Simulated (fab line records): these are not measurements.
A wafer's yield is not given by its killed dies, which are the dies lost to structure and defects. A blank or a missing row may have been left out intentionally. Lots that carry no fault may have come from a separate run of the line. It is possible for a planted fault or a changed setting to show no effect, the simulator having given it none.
fab line records | flow nand-harc
record: lots: 6 | wafers: 18 | last-day: 24
route steps=1159 shown P_M0@280 P_M1@285 END@1159
lots that met no fault: taken from a fault-free run of the same line
start-h: start of the lot's first displayed wafer, in hours after the record's first day | wait-h: how many hours have passed since the lot's step before this one | " identical to the entry in the row above | L1.1+2: one row covering several wafers at once | - no value present, or no start provided | * or withheld: withheld | < > ~ a bound
route shown NAME@n: NAME is a module with steps in the file, n the number in the route of the first one | usual: mean/standard deviation taken from wafers without a fault | same: alike in all rows | chamber/n: place in a boat | sites: the reading at each site | _std_site: how widely they spread, as a standard deviation | _edge_site: outer sites' mean less inner sites' | radius-mm: for every site, how far away it sits from the centre of the wafer | mask NAME#n: copy n | behind: the tool/chamber that last shaped the wafer | hold: what put the lot on hold/how long, in hours/how the hold closed | device: the transistor (n, p or np) that didn't switch | end of line: at the end of the route, the tests of the same wafers | where a step has no rows: the recipe by itself | killed: dies that structure and defects cost at the first sort, which is not the same as the wafer's yield | map: a wafer's dies, x killed, . not, _ none there
set.NAME: the setting the step ran with; set.NAME@STEP: the setting that earlier step ran with | model.NAME: the simulator's own value behind a step, which no gauge read
a table for each step, a row for each wafer; lots at some steps of the route
services: a tool's chamber out of use, with start hour (start-h, from the record's first day; less than 0 if before it), hours out, and reason
== steps ==
step: NHARC_P_M0_SRD_25
step: NHARC_P_M0_INSPECT_27
usual: raw-defect-count: 286/100
lot.wafer | tool              | chamber | start-h | wait-h | raw-defect-count
L643.3    | defect-inspect-02 | -       | 119.49  | 0.0    | 246
L643.5    | "                 | -       | "       | "      | 221
L643.6    | "                 | -       | "       | "      | 163
L647.1    | defect-inspect-02 | -       | 146.15  | 0.0    | 287
L647.3    | "                 | -       | "       | "      | 375
L647.5    | "                 | -       | "       | "      | 457
L651.2    | defect-inspect-02 | -       | 172.92  | 0.0    | 158
L651.4    | "                 | -       | "       | "      | 202
L651.5    | "                 | -       | "       | "      | 323
L654.4    | defect-inspect-02 | -       | 205.80  | 0.0    | 375
L654.5    | "                 | -       | "       | "      | 232
L654.6    | "                 | -       | "       | "      | 265
L657.1    | defect-inspect-02 | -       | 208.61  | 0.0    | 178
L657.4    | "                 | -       | "       | "      | 249
L657.5    | "                 | -       | "       | "      | 297
L664.1    | defect-inspect-02 | -       | 244.62  | 0.0    | 261
L664.2    | "                 | -       | "       | "      | 281
L664.3    | "                 | -       | "       | "      | 261
step: NHARC_P_M0_PRE_CLEAN_31
recipe: time-s: 12 | temp-c: 370 | rf-power-w: 300 | gas: NH3
usual: heater-power-w: 619/43
lot.wafer | tool     | chamber | start-h | wait-h | heater-power-w
L643.3    | pecvd-01 | 0       | 119.57  | 0.1    | 610
L643.5    | "        | 2       | "       | "      | 603
L643.6    | "        | 0       | "       | "      | 592
L647.1    | pecvd-04 | 2       | 146.31  | 0.2    | 608
L647.3    | "        | 0       | "       | "      | 552
L647.5    | "        | 0       | "       | "      | 525
L651.2    | pecvd-03 | 0       | 173.00  | 0.1    | 590
L651.5    | "        | 0       | "       | "      | 571
L651.4    | "        | 1       | "       | "      | 665
L654.5    | pecvd-03 | 2       | 205.91  | 0.1    | 645
L654.6    | "        | 0       | "       | "      | 533
L654.4    | "        | 1       | "       | "      | 610
L657.1    | pecvd-03 | 1       | 208.69  | 0.1    | 665
L657.4    | "        | 0       | "       | "      | 623
L657.5    | "        | 2       | "       | "      | 609
L664.2    | pecvd-04 | 2       | 244.69  | 0.1    | 642
L664.3    | "        | 0       | "       | "      | 593
L664.1    | "        | 1       | "       | "      | 521
step: NHARC_P_M0_DEP_32
recipe: target-thk-a: 300 | temp-c: 370 | target-thk-nm: 30 | pressure-torr: 3 | flow-sccm: 200 | rf-w: 450 | material: SiCN
usual: heater-power-w: 571/45
lot.wafer | tool     | chamber | start-h | wait-h | heater-power-w
L643.3    | pecvd-01 | 0       | 119.68  | 0.1    | 540
L643.5    | "        | 2       | "       | "      | 632
L643.6    | "        | 0       | "       | "      | 536
L647.1    | pecvd-04 | 2       | 146.39  | 0.1    | 542
L647.3    | "        | 0       | "       | "      | 512
L647.5    | "        | 0       | "       | "      | 527
L651.2    | pecvd-03 | 0       | 173.11  | 0.1    | 471
L651.5    | "        | 0       | "       | "      | 481
L651.4    | "        | 1       | "       | "      | 585
L654.5    | pecvd-03 | 2       | 206.07  | 0.2    | 583
L654.6    | "        | 0       | "       | "      | 562
L654.4    | "        | 1       | "       | "      | 547
L657.1    | pecvd-03 | 1       | 208.80  | 0.1    | 617
L657.4    | "        | 0       | "       | "      | 554
L657.5    | "        | 2       | "       | "      | 575
L664.2    | pecvd-04 | 2       | 244.77  | 0.1    | 556
L664.3    | "        | 0       | "       | "      | 504
L664.1    | "        | 1       | "       | "      | 555
step: NHARC_P_M1_DEP_00
recipe: target-thk-a: 1825 | target-thk-nm: 182.5 | temp-c: withheld | pressure-torr: 5 | flow-sccm: 200 | rf-w: 600 | material: SiOC
step: NHARC_P_M1_DEHYDRATE_01
recipe: temp-c: 150 | time-s: 120
step: NHARC_P_M1_HMDS_02
recipe: time-s: 30
step: NHARC_P_M1_COAT_34
recipe: temp-c: 200 | time-s: 65
step: NHARC_P_M1_COAT_03
recipe: spin-rpm: 1500 | resist-thk-nm: 90
step: NHARC_P_M1_SOFTBAKE_04
recipe: temp-c: 105 | time-s: 55
step: NHARC_P_M1_EBR_05
step: NHARC_P_M1_EXPOSE_06
recipe: na: 1.35 | target-cd-nm: 130 | dose-mj: 81.88 | mask-id: P_M1
usual: exposure-dose-mJ-cm2: 81.82/0.081 | focus-offset-nm: -0.1/0.5
lot.wafer | tool            | chamber | start-h | wait-h | mask   | exposure-dose-mJ-cm2 | focus-offset-nm | model.P_M1.overlay-x-nm
L643.3    | arfi-scanner-03 | 0       | 121.11  | -      | P_M1#0 | 81.91                | 0.1             | -0.5791
L643.5    | "               | 0       | "       | "      | P_M1#0 | 81.93                | 1.0             | -0.5791
L643.6    | "               | 0       | "       | "      | P_M1#0 | 81.87                | 0.2             | -0.5791
L647.1    | arfi-scanner-02 | 0       | 147.35  | -      | P_M1#0 | 81.90                | 0.0             | 1.051
L647.3    | "               | 0       | "       | "      | P_M1#0 | 81.86                | -0.1            | 1.051
L647.5    | "               | 0       | "       | "      | P_M1#0 | 81.98                | 0.9             | 1.051
L651.2    | arfi-scanner-02 | 0       | 174.17  | -      | P_M1#0 | 81.86                | -0.7            | 1.92
L651.4    | "               | 0       | "       | "      | P_M1#0 | 81.90                | -1.0            | 1.92
L651.5    | "               | 0       | "       | "      | P_M1#0 | 81.85                | 0.3             | 1.92
L654.4    | arfi-scanner-01 | 0       | 207.19  | -      | P_M1#0 | 81.83                | 0.0             | -0.2677
L654.5    | "               | 0       | "       | "      | P_M1#0 | 81.77                | 0.5             | -0.2677
L654.6    | "               | 0       | "       | "      | P_M1#0 | 81.68                | 0.3             | -0.2677
L657.1    | arfi-scanner-01 | 0       | 209.91  | -      | P_M1#0 | 81.84                | -0.8            | 1.44
L657.4    | "               | 0       | "       | "      | P_M1#0 | 81.84                | -0.7            | 1.44
L657.5    | "               | 0       | "       | "      | P_M1#0 | 81.73                | -0.7            | 1.44
L664.1    | arfi-scanner-03 | 0       | 245.86  | -      | P_M1#0 | 81.90                | 0.0             | -0.4511
L664.2    | "               | 0       | "       | "      | P_M1#0 | 81.88                | 0.4             | -0.4511
L664.3    | "               | 0       | "       | "      | P_M1#0 | 81.91                | 0.5             | -0.4511
step: NHARC_P_M1_PEB_07
recipe: peb-temp-c: 100 | peb-time-s: 65
step: NHARC_END_SORT_01
recipe: temp-c: 25
usual: defect-limited-yield: 95.5/1.3 | killed-at-array: 26/8.4 | killed-at-other: 0.7/0.97 | killed-at-periphery: 3.2/2.2 | killed-dies: 30/8.5 | killed-open: 3.4/2 | killed-short: 2/1.3 | sort_bin_2_pct: 1.5/0.52 | sort_bin_3_pct: 0.21/0.18 | sort_bin_4_pct: 2.8/0.91 | sort-n-pass: 647/8.5 | sort-rim-yield-pct: 94.8/2.7 | sort-yield-pct: 95.5/1.3
same: gross-dies: 677 | sort_bin_5_pct[%]: 0 | sort_bin_6_pct[%]: 0 | sort_bin_7_pct[%]: 0 | sort_bin_8_pct[%]: 0 | sort-rim-n-gross: 106.00
lot.wafer | tool      | chamber | start-h | wait-h | defect-limited-yield[%] | killed-at-array | killed-at-other | killed-at-periphery | killed-dies | killed-open | killed-short | sort_bin_2_pct[%] | sort_bin_3_pct[%] | sort_bin_4_pct[%] | sort-n-pass | sort-rim-yield-pct[%] | sort-yield-pct[%]
L651.2    | prober-02 | 0       | 498.31  | 2.8    | 96.0                    | 23              | 0               | 4                   | 27          | 2           | 1            | 1.0               | 0.15              | 2.8               | 650         | 94.3                  | 96.0
L651.4    | prober-02 | 0       | 499.91  | 3.4    | 97.0                    | 18              | 1               | 1                   | 20          | 4           | 2            | 0.9               | 0.15              | 1.9               | 657         | 93.4                  | 97.0
L651.5    | prober-02 | 0       | 500.71  | 3.7    | 96.3                    | 23              | 0               | 2                   | 25          | 1           | 5            | 1.6               | 0.44              | 1.6               | 652         | 93.4                  | 96.3
L654.4    | prober-01 | 0       | 515.53  | 3.4    | 94.7                    | 34              | 1               | 1                   | 36          | 3           | 0            | 2.1               | 0.30              | 3.0               | 641         | 90.6                  | 94.7
L654.5    | prober-01 | 0       | 516.34  | 3.8    | 94.2                    | 36              | 0               | 3                   | 39          | 4           | 3            | 1.9               | 0.44              | 3.4               | 638         | 88.7                  | 94.2
L654.6    | prober-01 | 0       | 517.16  | 4.1    | 93.4                    | 43              | 0               | 2                   | 45          | 7           | 1            | 2.7               | 0                 | 4.0               | 632         | 90.6                  | 93.4
L657.1    | prober-02 | 0       | 528.60  | 2.5    | 98.1                    | 11              | 0               | 2                   | 13          | 2           | 0            | 0.7               | 0                 | 1.2               | 664         | 98.1                  | 98.1
L657.4    | prober-02 | 0       | 531.00  | 3.4    | 97.0                    | 18              | 0               | 2                   | 20          | 3           | 3            | 0.9               | 0                 | 2.1               | 657         | 97.2                  | 97.0
L657.5    | prober-02 | 0       | 531.80  | 3.7    | 96.8                    | 18              | 1               | 3                   | 22          | 1           | 2            | 1.3               | 0.44              | 1.5               | 655         | 94.3                  | 96.8
killed by level:class
L651.2 A_STAIRCASE:chamber-film-flake=8 A_SLIT:chamber-film-flake=7 A_CHANNEL_HOLE_D1:chamber-film-flake=4 P_STI:chamber-film-flake=3 P_M2:geometric-particle:open=1 A_ONON_D1:geometric-particle:open=1 A_CHANNEL_FILL_D1:geometric-particle:short=1 A_ZERO_WELL:chamber-film-flake=1
L651.4 A_STAIRCASE:chamber-film-flake=7 A_SLIT:chamber-film-flake=4 A_SGD_CUT:geometric-particle:open=2 A_ONON_D1:geometric-particle:open=1 A_WL_FILL:geometric-particle:open=1 A_WL_FILL:geometric-particle:short=1 P_STI:chamber-film-flake=1 STARTING-WAFER:geometric-particle:short=1
L651.5 A_SLIT:chamber-film-flake=12 A_WL_FILL:geometric-particle:short=3 A_CHANNEL_HOLE_D1:chamber-film-flake=3 A_STAIRCASE:chamber-film-flake=3 P_M0:geometric-particle:open=1 A_CHANNEL_FILL_D1:geometric-particle:short=1 A_M0:geometric-particle:short=1 P_STI:chamber-film-flake=1
L654.4 A_CHANNEL_HOLE_D1:chamber-film-flake=16 A_SLIT:chamber-film-flake=8 A_STAIRCASE:chamber-film-flake=6 A_CONTACT:geometric-particle:open=2 A_BLC:geometric-particle:open=1 P_GATE:chamber-film-flake=1 A_M1:chamber-film-flake=1 THIN_TSV:chamber-film-flake=1
L654.5 A_CHANNEL_HOLE_D1:chamber-film-flake=17 A_SLIT:chamber-film-flake=7 A_CONTACT:chamber-film-flake=3 A_CHANNEL_FILL_D1:geometric-particle:open=2 A_CONTACT:geometric-particle:open=2 P_GATE:chamber-film-flake=2 P_GATE:geometric-particle:short=1 A_CHANNEL_HOLE_D1:geometric-particle:short=1
L654.6 A_SLIT:chamber-film-flake=12 A_CHANNEL_HOLE_D1:chamber-film-flake=11 A_CONTACT:chamber-film-flake=4 A_M1:chamber-film-flake=4 A_M0:geometric-particle:open=3 A_STAIRCASE:chamber-film-flake=3 P_GATE:chamber-film-flake=2 A_CHANNEL_FILL_D1:geometric-particle:open=1
L657.1 A_CHANNEL_HOLE_D1:chamber-film-flake=4 A_STAIRCASE:chamber-film-flake=3 A_CONTACT:chamber-film-flake=3 P_CONTACT:geometric-particle:open=1 A_CONTACT:geometric-particle:open=1 P_GATE:chamber-film-flake=1
L657.4 A_CHANNEL_HOLE_D1:chamber-film-flake=6 A_CONTACT:chamber-film-flake=4 A_WL_FILL:geometric-particle:short=2 A_STAIRCASE:chamber-film-flake=2 A_ONON_D1:geometric-particle:short=1 A_ONON_D1:geometric-particle:open=1 A_CHANNEL_FILL_D1:geometric-particle:open=1 A_WL_FILL:geometric-particle:open=1
L657.5 A_CONTACT:chamber-film-flake=7 A_CHANNEL_HOLE_D1:chamber-film-flake=5 P_BONDPAD:chamber-film-flake=3 A_STAIRCASE:chamber-film-flake=2 A_ONON_D1:geometric-particle:short=1 A_CHANNEL_FILL_D1:geometric-particle:short=1 A_BLC:geometric-particle:open=1 A_SLIT:chamber-film-flake=1
== services ==
tool            | chamber | start-h | hours | kind
pecvd-01        | 1       | 97.85   | 10.5  | repair
arfi-scanner-02 | -       | 102.53  | 2.5   | repair
arfi-scanner-01 | -       | 103.38  | 0.6   | repair
arfi-scanner-01 | -       | 106.72  | 1.3   | repair
pecvd-03        | -       | 111.35  | 13.0  | pm
pecvd-03        | 0       | 111.35  | 13.0  | vent-cycle
pecvd-03        | 1       | 111.35  | 13.0  | vent-cycle
pecvd-03        | 2       | 111.35  | 13.0  | vent-cycle
arfi-scanner-03 | -       | 116.90  | 1.1   | repair
arfi-scanner-01 | -       | 117.45  | 0.4   | repair
pecvd-03        | 0       | 124.35  | -     | clean
pecvd-03        | 1       | 124.35  | -     | clean
pecvd-03        | 2       | 124.35  | -     | clean
arfi-scanner-03 | -       | 140.00  | 4.0   | pm
pecvd-03        | -       | 149.67  | 1.2   | repair
arfi-scanner-02 | -       | 174.97  | 1.2   | repair
pecvd-04        | -       | 195.19  | 13.0  | pm
pecvd-04        | 0       | 195.19  | 13.0  | vent-cycle
pecvd-04        | 1       | 195.19  | 13.0  | vent-cycle
pecvd-04        | 2       | 195.19  | 13.0  | vent-cycle
arfi-scanner-01 | -       | 196.00  | 4.0   | pm
pecvd-04        | 0       | 208.19  | -     | clean
pecvd-01        | -       | 237.00  | 13.0  | pm
pecvd-04        | -       | 239.60  | 1.4   | repair
== key ==
first-sign none at tools or gauges
model-effect: step: NHARC_P_M1_EXPOSE_06 | value: P_M1.overlay-x-nm | without: -0.1057 | struck: 1.486
met-at NHARC_P_M1_EXPOSE_06
struck-wafers L647.1,L647.3,L647.5,L651.2,L651.4,L651.5
fault: kind: scanner-matching-overlay | tool: arfi-scanner-02 | chamber: - | onset-h: 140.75 | steps: NHARC_P_M1_EXPOSE_06 | offset: 1.5912
